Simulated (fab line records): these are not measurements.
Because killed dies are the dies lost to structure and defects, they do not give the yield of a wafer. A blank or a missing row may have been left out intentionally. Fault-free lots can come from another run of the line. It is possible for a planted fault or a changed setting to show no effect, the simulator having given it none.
Chamber matching -- flow n5 finfet -- rie diel-04 running N5_BEOL_M0_ETCH_138: 4 sister chambers
The step etches SiCN in CH3F/O2, target depth 12 nm, time 31.6 s. 16 wafers are shown with their chamber, then 8 later ones without.

== WAFERS PAIRED WITH THEIR CHAMBERS ==
wafer,chamber,drypump motor current A (A),showerhead plenum p Torr (Torr),oes product au (a.u.)
L076.2,2,5.7,2.02,0.70
L076.5,1,6.3,2.06,0.79
L076.6,2,5.7,2.02,0.69
L075.1,2,5.7,2.01,0.70
L075.4,1,6.3,2.05,0.79
L075.5,3,5.7,2.05,0.62
L081.1,3,5.7,2.04,0.61
L081.2,0,5.1,1.95,0.58
L081.6,3,5.7,2.04,0.61
L086.3,1,6.3,2.05,0.75
L086.5,1,6.3,2.05,0.76
L086.6,2,5.7,2.01,0.68
L087.1,0,5.2,1.94,0.57
L087.2,2,5.7,2.01,0.68
L087.6,3,5.6,2.04,0.60
L094.1,0,5.1,1.94,0.84

SIGNATURES (averages over the wafers above)
reading,chamber 0,chamber 1,chamber 2,chamber 3,scatter within a chamber
drypump motor current A,5.133,6.300,5.700,5.675,0.0344
showerhead plenum p Torr,1.9433,2.0525,2.0140,2.0425,0.0053
oes product au,0.6633,0.7725,0.6900,0.6100,0.0637
Rule: a wafer lies at a distance from a chamber equal to the root of the sum of squares, over the readings, of (its reading less the chamber's mean, divided by the reading's scatter). The wafer belongs to the nearest chamber; if the next one is less than 2 further off, it can't be placed. The scatter: take each reading less its chamber's mean, square it, sum over the shown wafers, divide by the number of wafers less the number of chambers, and take the root.

== WAFERS MISSING THEIR CHAMBER ==
wafer,drypump motor current A (A),showerhead plenum p Torr (Torr),oes product au (a.u.)
L094.3,5.6,2.03,0.60
L094.4,5.1,1.94,0.84
L095.1,5.7,2.03,0.59
L095.3,5.1,1.94,0.83
L095.6,5.1,1.94,0.82
L096.1,5.7,2.03,0.59
L096.5,5.1,1.94,0.82
L096.6,5.7,2.00,0.66

== CHAMBER TAKEN BY EACH ==
wafer,from the rows above,in truth
L094.3,can't be placed: 3 or 2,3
L094.4,0,0
L095.1,can't be placed: 3 or 2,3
L095.3,0,0
L095.6,0,0
L096.1,can't be placed: 3 or 2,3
L096.5,0,0
L096.6,2,2
5 of 8 placed correctly. Not placeable from these rows: 3 (in 3, the candidates include the true chamber). Wrongly placed: 0.
